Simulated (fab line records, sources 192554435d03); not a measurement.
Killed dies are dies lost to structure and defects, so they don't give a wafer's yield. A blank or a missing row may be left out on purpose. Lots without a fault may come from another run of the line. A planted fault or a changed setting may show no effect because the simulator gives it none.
fab line records | flow n5_finfet
record lots=6 wafers=18 last_day=17
route steps=1938 shown BEOL_M12@1630 PASSIVATION@1936
lots that met no fault: from a run of the same line without faults
start_h: hours from the record's first day to the start of the lot's first wafer shown | wait_h: hours since the lot's step before | " the same as in the row above | L1.1+2: a row that stands for several wafers | - no value, or no start given | * or withheld: withheld | < > ~ a bound
route shown NAME@n: a module of which the file shows steps, and the number in the route of the first | usual: mean/standard deviation of fault-free wafers | same: alike in all rows | chamber/n: place in a boat | sites: the reading at each site | _std_site: their standard deviation | _edge_site: outer sites' mean less inner sites' | radius_mm: how far each site lies from the wafer's centre | mask NAME#n: copy n | behind: the tool/chamber that last shaped the wafer | hold: why the lot was held/for how many hours/how that ended | device: the transistor (n, p or np) that didn't switch | end of line: the same wafers' tests at the end of the route | a step without rows: its recipe alone | killed: dies lost to structure and defects at the first sort, not the wafer's yield | map: a wafer's dies, x killed, . not, _ none there
set.NAME: the setting as run; set.NAME@STEP: as run at that earlier step | model.NAME: the simulator's own value behind a step, which no gauge read
lots at some steps of the route; a table a step, a row a wafer
services: from which hour (start_h, from the record's first day; less than 0 if before it) a tool's chamber was out of use, for how many hours, and why
## steps
# step N5_BEOL_M12_DEVELOP_27
# recipe develop_time_s=45 rinse_liquid=diw dry=air_spin dev_temp_c=21
# step N5_BEOL_M12_HARDBAKE_32
# recipe temp_c=130 time_s=120
# step N5_BEOL_M12_CD_MEAS_28
# recipe target_cd_nm=160.2 landing_energy_ev=500 detector=se_inlens polarity=opening
# usual cd_nm=160.4/2.1
# columns lot.wafer tool chamber start_h wait_h cd_nm
L269.3 cd_sem-01 0 279.16 - 160.1
L269.5 " 0 " " 159.5
L269.6 " 0 " " 157.5
L270.3 cd_sem-03 0 292.20 - 164.0
L270.5 " 0 " " 159.8
L270.6 " 0 " " 162.1
L273.2 cd_sem-02 0 306.57 - 161.5
L273.4 " 0 " " 159.2
L273.6 " 0 " " 162.3
L277.2 cd_sem-01 0 340.58 - 160.2
L277.3 " 0 " " 159.1
L277.5 " 0 " " 157.2
L281.1 cd_sem-03 0 351.08 - 160.0
L281.2 " 0 " " 164.9
L281.4 " 0 " " 159.8
L282.1 cd_sem-01 0 357.02 - 159.3
L282.4 " 0 " " 161.9
L282.5 " 0 " " 161.6
# step N5_BEOL_M12_OVL_MEAS_29
# recipe points_per_wafer=44
# usual M12_OVL=0/5.1
# same points_per_wafer=44
# columns lot.wafer tool chamber start_h wait_h M12_OVL[nm]
L269.3 overlay-02 0 279.19 0.0 0
L269.5 " 0 " " 1
L269.6 " 0 " " 2
L270.3 overlay-01 0 292.23 0.0 4
L270.5 " 0 " " 10
L270.6 " 0 " " 4
L273.2 overlay-02 0 306.60 0.0 3
L273.4 " 0 " " 6
L273.6 " 0 " " 2
L277.2 overlay-02 0 340.61 0.0 5
L277.3 " 0 " " 5
L277.5 " 0 " " 0
L281.1 overlay-01 0 351.11 0.0 -3
L281.2 " 0 " " 0
L281.4 " 0 " " -5
L282.1 overlay-02 0 357.05 0.0 -3
L282.4 " 0 " " -4
L282.5 " 0 " " -6
# step N5_BEOL_M12_INSPECT_30
# recipe mode=adi inspect_instrument=macro
# usual raw_defect_count=1.9/1.4
# columns lot.wafer tool chamber start_h wait_h raw_defect_count
L269.3 defect_inspect-01 - 279.22 0.0 1
L269.5 " - " " 0
L269.6 " - " " 0
L270.3 defect_inspect-02 - 292.25 0.0 0
L270.5 " - " " 3
L270.6 " - " " 0
L273.2 defect_inspect-01 - 306.63 0.0 2
L273.4 " - " " 3
L273.6 " - " " 3
L277.2 defect_inspect-02 - 340.63 0.0 2
L277.3 " - " " 2
L277.5 " - " " 3
L281.1 defect_inspect-02 - 351.13 0.0 3
L281.2 " - " " 3
L281.4 " - " " 1
L282.1 defect_inspect-01 - 357.08 0.0 1
L282.4 " - " " 0
L282.5 " - " " 6
# step N5_BEOL_M12_DESCUM_33
# recipe chemistry=O2 time_s=7.9 source_power_w=50 bias_power_w=20 pressure_mtorr=20 rf_frequency_hz=2.712e+07 temp_c=40 o2_flow_sccm=225
# usual drypump_motor_current_A=6.0/0.44 oes_product_au=0.81/0.087 rf_vpp_V=243.2/1.6 showerhead_plenum_p_Torr=2.10/0.074 throttle_valve_pct=20.34/0.2
# columns lot.wafer tool chamber start_h wait_h drypump_motor_current_A oes_product_au rf_hours_counter_h rf_vpp_V showerhead_plenum_p_Torr throttle_valve_pct
L269.3 rie_diel-06 1 279.25 0.0 5.7 0.77 128 242.0 2.02 20.31
L269.5 " 1 " " 5.8 0.77 - 243.8 2.03 20.33
L269.6 " 3 " " 6.4 0.75 - 244.4 2.18 20.55
L270.3 rie_diel-06 1 292.72 0.5 5.7 0.76 134 241.5 2.02 20.33
L270.5 " 3 " " 6.4 0.74 - 244.7 2.18 20.54
L270.6 " 1 " " 5.8 0.77 - 241.7 2.02 20.31
L273.2 rie_diel-06 3 306.70 0.1 6.4 0.74 181 244.4 2.18 20.55
L273.4 " 0 " " 6.3 0.71 184 243.3 2.07 20.25
L273.6 " 1 " " 5.8 0.76 - 242.0 2.02 20.34
L277.2 rie_diel-04 1 340.66 0.0 5.8 0.86 51 242.1 2.12 20.21
L277.3 " 2 " " 6.0 0.77 135 244.4 2.17 20.39
L277.5 " 0 " " 5.9 0.80 - 244.4 2.19 20.59
L281.1 rie_diel-06 1 351.25 0.1 5.8 0.75 156 242.7 2.02 20.35
L281.2 " 0 " " 6.4 0.70 200 243.5 2.07 20.26
L281.4 " 3 " " 6.4 0.73 196 243.3 2.17 20.56
L282.1 rie_diel-02 2 357.11 0.0 5.8 0.88 45 243.7 2.04 20.16
L282.4 " 3 " " 6.8 0.86 36 242.4 2.03 20.42
L282.5 " 0 " " 5.8 0.67 - 241.0 1.99 20.50
# step N5_BEOL_M12_ETCH_67
# recipe chemistry=CF4 target=SiARC target_depth_a=1430 time_s=238.3 ion_energy_ev=80 pressure_mtorr=40 source_w=545 bias_w=36 Ar_flow_sccm=100 cf4_flow_sccm=100 ends=cleared
# usual drypump_motor_current_A=6.0/0.44 etch_rf_on_time_s=242/7.9 oes_product_au=0.68/0.073 rf_vpp_V=184.0/1.2 showerhead_plenum_p_Torr=2.15/0.076 throttle_valve_pct=15.51/0.17
# columns lot.wafer tool chamber start_h wait_h drypump_motor_current_A etch_rf_on_time_s oes_product_au rf_hours_counter_h rf_vpp_V showerhead_plenum_p_Torr throttle_valve_pct
L269.3 rie_diel-06 1 279.28 0.0 5.8 253 0.63 128 183.3 2.07 15.50
L269.5 " 1 " " 5.7 256 0.64 - 182.6 2.07 15.48
L269.6 " 3 " " 6.4 240 0.64 - 184.1 2.23 15.61
L270.3 rie_diel-06 1 292.76 0.0 5.8 249 0.64 134 184.4 2.06 15.52
L270.5 " 3 " " 6.4 240 0.64 - 184.9 2.23 15.64
L270.6 " 1 " " 5.7 248 0.64 - 182.5 2.06 15.51
L273.2 rie_diel-06 3 306.73 0.0 6.4 240 0.63 181 185.5 2.22 15.63
L273.4 " 0 " " 6.3 239 0.61 184 184.1 2.14 15.59
L273.6 " 1 " " 5.8 247 0.64 - 182.4 2.06 15.51
L277.2 rie_diel-04 1 340.70 0.0 5.8 239 0.71 51 183.8 2.16 15.36
L277.3 " 2 " " 5.9 237 0.66 135 185.4 2.23 15.68
L277.5 " 0 " " 5.9 248 0.68 - 186.0 2.22 15.66
L281.1 rie_diel-06 1 351.28 0.0 5.7 251 0.63 156 184.8 2.06 15.55
L281.2 " 0 " " 6.4 242 0.60 200 182.7 2.14 15.62
L281.4 " 3 " " 6.4 243 0.62 196 184.1 2.22 15.67
L282.1 rie_diel-02 2 357.15 0.0 5.8 241 0.76 45 182.5 2.11 15.45
L282.4 " 3 " " 6.8 251 0.72 36 182.9 2.08 15.63
L282.5 " 0 " " 5.7 246 0.57 - 183.4 2.01 15.62
# step N5_BEOL_M12_ETCH_68
# recipe chemistry=N2/H2 target=SOC mask_material=SiARC source_w=3000 bias_w=350 temp_c=40 time_s=285 ion_energy_ev=200 pressure_mtorr=30 n2_flow_sccm=200 h2_flow_sccm=200
# usual drypump_motor_current_A=6.0/0.44 n2_flow_sccm=200.0/0.65 oes_product_au=0.81/0.087 rf_vpp_V=524.2/2.7 showerhead_plenum_p_Torr=2.55/0.1 throttle_valve_pct=17.68/0.25
# columns lot.wafer tool chamber start_h wait_h drypump_motor_current_A n2_flow_sccm oes_product_au rf_hours_counter_h rf_vpp_V showerhead_plenum_p_Torr throttle_valve_pct
L269.3 rie_diel-06 1 279.43 0.1 5.8 199.2 0.76 129 522.4 2.45 17.64
L269.5 " 1 " " 5.8 199.7 0.77 - 520.4 2.45 17.66
L269.6 " 3 " " 6.4 199.5 0.75 - 525.1 2.65 17.88
L270.3 rie_diel-06 1 292.90 0.1 5.8 199.9 0.76 135 522.1 2.45 17.66
L270.5 " 3 " " 6.4 200.6 0.75 - 526.2 2.64 17.91
L270.6 " 1 " " 5.8 200.7 0.76 - 520.6 2.45 17.67
L273.2 rie_diel-06 3 306.88 0.1 6.4 198.7 0.75 181 528.0 2.64 17.91
L273.4 " 0 " " 6.4 200.8 0.71 184 522.7 2.54 17.82
L273.6 " 1 " " 5.7 201.5 0.76 - 522.2 2.44 17.66
L277.2 rie_diel-04 1 340.84 0.1 5.8 199.9 0.84 51 525.7 2.58 17.56
L277.3 " 2 " " 6.0 199.7 0.76 135 527.5 2.65 17.86
L277.5 " 0 " " 5.9 199.7 0.80 - 528.5 2.69 18.15
L281.1 rie_diel-06 1 351.43 0.1 5.8 200.4 0.75 156 521.6 2.44 17.69
L281.2 " 0 " " 6.4 199.6 0.69 200 523.6 2.53 17.83
L281.4 " 3 " " 6.4 201.3 0.73 196 526.3 2.63 17.94
L282.1 rie_diel-02 2 357.29 0.1 5.9 200.7 0.89 46 523.3 2.46 17.30
L282.4 " 3 " " 6.8 200.4 0.86 36 522.2 2.47 17.74
L282.5 " 0 " " 5.8 200.9 0.67 - 519.1 2.38 17.67
# step N5_BEOL_M12_STRIP_69
# recipe chemistry=N2/H2 temp_c=40 n2_flow_sccm=200 h2_flow_sccm=200 rf_frequency_hz=6e+07
# step N5_BEOL_M12_TRENCH_ETCH_34
# recipe chemistry=C4F8/O2/Ar target=SiOC target_depth_a=3189.5 mask_material=SOC pressure_mtorr=30 source_w=3000 bias_w=700 Ar_flow_sccm=400 C4F8_flow_sccm=15 O2_flow_sccm=8 he_inner_torr=15 he_outer_torr=30 time_s=125.5 ion_energy_ev=250
# usual drypump_motor_current_A=6.0/0.44 he_outer_torr=30.00/0.064 oes_product_au=0.81/0.087 rf_vpp_V=666/3.4 showerhead_plenum_p_Torr=3.42/0.12 throttle_valve_pct=24.09/0.2
# columns lot.wafer tool chamber start_h wait_h drypump_motor_current_A he_outer_torr oes_product_au rf_hours_counter_h rf_vpp_V showerhead_plenum_p_Torr throttle_valve_pct
L269.3 rie_diel-06 1 279.61 0.0 5.8 30.00 0.77 129 663 3.30 24.04
L269.5 " 1 " " 5.8 30.00 0.77 - 664 3.30 24.04
L269.6 " 3 " " 6.4 30.10 0.76 - 669 3.52 24.07
L270.3 rie_diel-06 1 293.09 0.0 5.8 29.96 0.76 135 662 3.30 24.05
L270.5 " 3 " " 6.4 29.85 0.75 - 668 3.51 24.07
L270.6 " 1 " " 5.7 30.00 0.76 - 662 3.30 24.04
L273.2 rie_diel-06 3 307.06 0.0 6.4 29.99 0.74 181 669 3.51 24.09
L273.4 " 0 " " 6.4 30.09 0.70 184 665 3.41 24.08
L273.6 " 1 " " 5.8 30.04 0.75 - 661 3.29 24.07
L277.2 rie_diel-04 1 341.03 0.0 5.8 29.98 0.84 52 667 3.48 24.14
L277.3 " 2 " " 6.0 29.99 0.77 135 670 3.54 24.19
L277.5 " 0 " " 5.9 30.06 0.79 - 670 3.52 24.19
L281.1 rie_diel-06 1 351.61 0.0 5.8 29.98 0.75 156 662 3.29 24.06
L281.2 " 0 " " 6.4 29.93 0.69 200 664 3.40 24.12
L281.4 " 3 " " 6.4 29.97 0.73 196 669 3.50 24.10
L282.1 rie_diel-02 2 357.48 0.0 5.9 29.95 0.89 46 664 3.38 24.16
L282.4 " 3 " " 6.8 30.09 0.87 37 663 3.34 24.34
L282.5 " 0 " " 5.8 30.02 0.66 - 660 3.20 23.92
# step N5_BEOL_M12_STRIP_70
# recipe chemistry=C4F8/O2/Ar resist=SiARC rf_frequency_hz=6e+07
# step N5_BEOL_M12_OCD_MEAS_35
# usual trench_depth_nm=316/6.7
# columns lot.wafer tool chamber start_h wait_h trench_depth_nm
L269.3 ocd-01 - 279.77 0.0 311
L269.5 " - " " 312
L269.6 " - " " 322
L270.3 ocd-02 - 293.24 0.0 309
L270.5 " - " " 316
L270.6 " - " " 311
L273.2 ocd-01 - 307.22 0.0 316
L273.4 " - " " 309
L273.6 " - " " 309
L277.2 ocd-02 - 341.18 0.0 323
L277.3 " - " " 316
L277.5 " - " " 308
L281.1 ocd-01 - 351.76 0.0 308
L281.2 " - " " 307
L281.4 " - " " 313
L282.1 ocd-02 - 357.63 0.0 320
L282.4 " - " " 317
L282.5 " - " " 306
# step N5_BEOL_M12_STRIP_37
# recipe chemistry=N2/H2 power_w=1000 temp_c=250 h2_frac=0.65 overash_fraction=0.3 pressure_mtorr=withheld n2_flow_sccm=1750 h2_flow_sccm=3250
# usual drypump_motor_current_A=5.6/0.41 h2_flow_sccm=3250/9.2 heater_power_w=357/24 n2_flow_sccm=1749/5.3 oes_product_au=0.791/0.011
# columns lot.wafer tool chamber start_h wait_h drypump_motor_current_A h2_flow_sccm heater_power_w n2_flow_sccm oes_product_au rf_hours_counter_h
L269.3 plasma_asher-01 0 279.83 0.1 5.5 3252 355 1742 0.781 -
L269.5 " 1 " " 6.2 3251 392 1747 0.787 -
L269.6 " 0 " " 5.5 3240 360 1745 0.809 -
L270.3 plasma_asher-01 0 293.30 0.1 5.5 3578 360 1740 0.801 -
L270.5 " 1 " " 6.2 3582 384 1751 0.784 -
L270.6 " 0 " " 5.5 3569 354 1747 0.786 -
L273.2 plasma_asher-01 0 307.26 0.0 5.4 3567 357 1745 0.802 90
L273.4 " 0 " " 5.4 3577 358 1751 0.775 -
L273.6 " 1 " " 6.2 3589 377 1756 0.797 -
L277.2 plasma_asher-02 1 341.22 0.0 5.8 3253 323 1750 0.808 133
L277.3 " 1 " " 5.8 3248 313 1743 0.790 -
L277.5 " 1 " " 5.8 3255 322 1746 0.785 -
L281.1 plasma_asher-02 1 351.80 0.0 5.8 3237 325 1751 0.781 134
L281.2 " 0 " " 5.2 3245 356 1751 0.798 134
L281.4 " 0 " " 5.1 3244 366 1753 0.792 -
L282.1 plasma_asher-01 0 357.67 0.0 5.5 3249 353 1750 0.780 100
L282.4 " 1 " " 6.3 3253 382 1749 0.794 -
L282.5 " 0 " " 5.5 3254 355 1750 0.785 -
# step N5_BEOL_M12_ETCH_38
# recipe chemistry=CF4/N2 target=SiCN target_depth_a=687 taper_deg=2 time_s=73.4 ion_energy_ev=150 mask_material=SiO2 pressure_mtorr=40 source_w=430 bias_w=70 Ar_flow_sccm=100 cf4_flow_sccm=60 n2_flow_sccm=60
# usual drypump_motor_current_A=6.0/0.48 n2_flow_sccm=59.98/0.2 oes_product_au=0.79/0.082 rf_vpp_V=382.2/1.9 showerhead_plenum_p_Torr=2.20/0.074 throttle_valve_pct=15.35/0.15
# columns lot.wafer tool chamber start_h wait_h drypump_motor_current_A n2_flow_sccm oes_product_au rf_hours_counter_h rf_vpp_V showerhead_plenum_p_Torr throttle_valve_pct
L269.3 rie_diel-06 0 281.32 - 6.4 59.79 0.71 173 381.4 2.21 15.39
L269.5 " 0 " " 6.4 60.01 0.71 - 381.6 2.21 15.39
L269.6 " 1 " " 5.8 60.06 0.75 - 380.5 2.12 15.30
L270.3 rie_diel-02 3 296.16 - 6.8 60.16 0.89 13 381.3 2.16 15.42
L270.5 " 3 " " 6.8 60.32 0.89 - 382.7 2.16 15.43
L270.6 " 2 " " 5.9 59.92 0.93 - 381.6 2.18 15.19
L273.2 rie_diel-02 3 307.48 - 6.8 60.01 0.89 18 380.2 2.16 15.42
L273.4 " 2 " " 5.8 59.72 0.92 27 381.4 2.17 15.21
L273.6 " 1 " " 6.4 59.78 0.78 - 382.7 2.23 15.47
L277.2 rie_diel-06 3 343.04 - 6.4 60.09 0.74 193 382.5 2.28 15.47
L277.3 " 0 " " 6.4 59.80 0.70 197 381.9 2.20 15.44
L277.5 " 0 " " 6.4 59.74 0.70 - 381.0 2.20 15.43
L281.1 rie_diel-04 1 352.15 - 5.8 59.48 0.82 56 383.7 2.23 15.23
L281.2 " 0 " " 5.9 60.26 0.77 101 384.2 2.29 15.55
L281.4 " 2 " " 6.0 60.01 0.77 139 384.4 2.29 15.49
L282.1 rie_diel-02 0 359.17 - 5.8 60.01 0.66 249 379.7 2.07 15.41
L282.4 " 2 " " 5.8 59.95 0.88 46 379.7 2.17 15.24
L282.5 " 3 " " 6.8 60.14 0.84 - 381.6 2.15 15.47
# step N5_PASSIVATION_PROBE_49
# usual defect_limited_yield=91.5/1.4 killed_at_M0_to_M3=32/11 killed_at_M4_up=12/4.4 killed_at_contacts=13/6.1 killed_at_front_end=39/12 killed_at_other=3.9/3 killed_dies=100/17 killed_open=66/12 killed_short=33/7.4 sort_bin_4_leakage=0.03/0.14 sort_bin_5_function=5.0/0.95 sort_bin_6_memory=3.2/0.66 sort_bin_8_speed=0.0/0.33 sort_n_pass=1079/17 sort_yield_pct=91.4/1.5
# same gross_dies=1180 killed_at_back_side=0
# columns lot.wafer tool chamber start_h wait_h defect_limited_yield[%] killed_at_M0_to_M3 killed_at_M4_up killed_at_contacts killed_at_front_end killed_at_other killed_dies killed_open killed_short sort_bin_4_leakage[%] sort_bin_5_function[%] sort_bin_6_memory[%] sort_bin_8_speed[%] sort_n_pass sort_yield_pct[%]
L269.3 prober-01 - 322.74 0.1 90.6 51 12 16 24 8 111 74 36 0 5.6 3.6 0 1069 90.6
L269.5 prober-01 - 322.84 0.2 92.2 47 7 13 20 5 92 63 27 0 4.4 3.0 0 1088 92.2
L269.6 prober-01 - 322.89 0.3 93.7 23 7 19 20 5 74 50 23 0 3.6 2.5 0 1106 93.7
L270.3 prober-02 - 332.08 0.1 90.3 23 13 13 59 6 114 68 42 0 5.3 3.7 0 1066 90.3
L270.6 prober-02 - 332.23 0.3 89.5 42 21 21 35 5 124 78 45 0 5.4 4.6 0 1056 89.5
L277.2 prober-01 - 374.32 0.1 89.5 35 14 20 52 3 124 88 35 0 5.9 4.2 0 1056 89.5
L277.3 prober-01 - 374.37 0.1 90.3 39 16 12 45 2 114 78 32 0 5.5 3.6 0 1066 90.3
L277.5 prober-01 - 374.47 0.2 90.3 39 16 11 45 3 114 76 36 0 5.8 3.5 0 1066 90.3
L282.1 prober-02 - 396.72 0.0 94.5 17 16 13 14 5 65 50 15 0 3.2 2.2 0 1115 94.5
L282.4 prober-02 - 396.87 0.2 93.1 19 11 9 43 0 82 56 24 0.08 3.8 2.9 0 1097 93.0
L282.5 prober-02 - 396.92 0.2 93.3 22 13 15 26 3 79 55 23 0 3.8 2.9 0 1101 93.3
# killed by level:class
L269.3 BEOL_M0_SAQP:geometric_particle:short=13 BEOL_M3:geometric_particle:open=12 MOL_CONTACT_COAG:geometric_particle:open=12 BEOL_M0_SAQP:geometric_particle:open=10 BEOL_M2:geometric_particle:open=8 FIN_SAQP:geometric_particle:open=5 STI_FIN_REVEAL:geometric_particle:open=4 MOL_CONTACT_COAG:geometric_particle:short=4
L269.5 BEOL_M0_SAQP:geometric_particle:open=14 BEOL_M2:geometric_particle:open=13 BEOL_M0_SAQP:geometric_particle:short=11 MOL_CONTACT_COAG:geometric_particle:open=9 FIN_SAQP:geometric_particle:open=4 MOL_CONTACT_COAG:geometric_particle:short=4 BEOL_M3:geometric_particle:open=4 FIN_SAQP:geometric_particle:short=3
L269.6 MOL_CONTACT_COAG:geometric_particle:open=14 BEOL_M0_SAQP:geometric_particle:open=8 GATE_CUT:geometric_particle:short=5 MOL_CONTACT_COAG:geometric_particle:short=5 BEOL_M0:geometric_particle:open=5 STI_FIN_REVEAL:geometric_particle:open=4 BEOL_M0_SAQP:geometric_particle:short=4 GATE_CUT:geometric_particle:open=3
L270.3 STI_FIN_REVEAL:geometric_particle:open=15 MOL_CONTACT_COAG:geometric_particle:open=11 FIN_SAQP:geometric_particle:short=9 BEOL_M0_SAQP:geometric_particle:short=9 FIN_SAQP:geometric_particle:open=7 BEOL_M4:geometric_particle:open=7 STI_FIN_REVEAL:geometric_particle:short=5 GATE_CUT:geometric_particle:short=5
L270.6 MOL_CONTACT_COAG:geometric_particle:open=16 BEOL_M0_SAQP:geometric_particle:open=11 FIN_SAQP:geometric_particle:short=10 BEOL_M0_SAQP:geometric_particle:short=10 BEOL_M4:geometric_particle:open=9 FIN_SAQP:geometric_particle:open=8 BEOL_M1:geometric_particle:open=8 MOL_CONTACT_COAG:geometric_particle:short=5
L277.2 MOL_CONTACT_COAG:geometric_particle:open=16 FIN_SAQP:geometric_particle:short=12 STI_FIN_REVEAL:geometric_particle:open=11 BEOL_M0_SAQP:geometric_particle:open=8 BEOL_M2:geometric_particle:open=8 FIN_SAQP:geometric_particle:open=7 BEOL_M4:geometric_particle:open=6 BEOL_M3:geometric_particle:open=6
L277.3 STI_FIN_REVEAL:geometric_particle:open=11 MOL_CONTACT_COAG:geometric_particle:open=9 BEOL_M0_SAQP:geometric_particle:open=8 GATE_CUT:geometric_particle:short=7 BEOL_M0:geometric_particle:open=7 BEOL_M1:geometric_particle:open=7 FIN_SAQP:geometric_particle:open=6 FIN_SAQP:geometric_particle:short=5
L277.5 STI_FIN_REVEAL:geometric_particle:open=24 BEOL_M1:geometric_particle:open=11 BEOL_M0:geometric_particle:short=6 BEOL_M0_SAQP:geometric_particle:short=5 DUMMY_GATE:geometric_particle:open=5 MOL_CONTACT_COAG:geometric_particle:open=5 MOL_CONTACT_COAG:geometric_particle:short=5 BEOL_M4:geometric_particle:open=5
L282.1 MOL_CONTACT_COAG:geometric_particle:open=12 BEOL_M0_SAQP:geometric_particle:open=5 BEOL_M1:geometric_particle:open=4 BEOL_M3:geometric_particle:open=4 BEOL_M4:geometric_particle:open=4 GATE_CUT:geometric_particle:open=3 BEOL_M0_SAQP:geometric_particle:short=3 BEOL_M8:geometric_particle:open=3
L282.4 DUMMY_GATE:geometric_particle:open=11 GATE_CUT:geometric_particle:short=9 FIN_SAQP:geometric_particle:open=8 MOL_CONTACT_COAG:geometric_particle:open=7 BEOL_M0_SAQP:geometric_particle:open=5 BEOL_M3:geometric_particle:open=5 BEOL_M4:geometric_particle:open=4 STI_FIN_REVEAL:geometric_particle:open=3
L282.5 MOL_CONTACT_COAG:geometric_particle:open=15 STI_FIN_REVEAL:geometric_particle:open=8 DUMMY_GATE:geometric_particle:open=5 BEOL_M0_SAQP:geometric_particle:short=5 FIN_SAQP:geometric_particle:open=4 GATE_CUT:geometric_particle:short=4 BEOL_M0_SAQP:geometric_particle:open=4 BEOL_M4:geometric_particle:open=4
## services
# columns tool chamber start_h hours kind
rie_diel-06 2 274.97 - clean
rie_diel-06 2 274.97 - consumable_replace:focus_ring
rie_diel-06 2 274.97 20.6 scheduled_down
rie_diel-06 2 274.97 20.6 vent_cycle
rie_diel-06 - 279.75 0.6 repair
plasma_asher-01 - 280.75 11.9 repair
## key
first_sign step=N5_BEOL_M12_STRIP_37 reading=h2_flow_sccm direction=up sigmas=36 usual=3250 struck=3577
effect none on later readings
met_at N5_BEOL_M12_STRIP_37
struck_wafers L270.3,L270.5,L270.6,L273.2,L273.4,L273.6
onset_between 279.83 293.30
fault kind=process_parameter_drift tool=plasma_asher-01 chamber=- onset_h=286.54 steps=N5_BEOL_M12_STRIP_37 channel=h2_flow_sccm offset=325 shape=step end_h=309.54 acts_in=these_recipes_only stated=3250
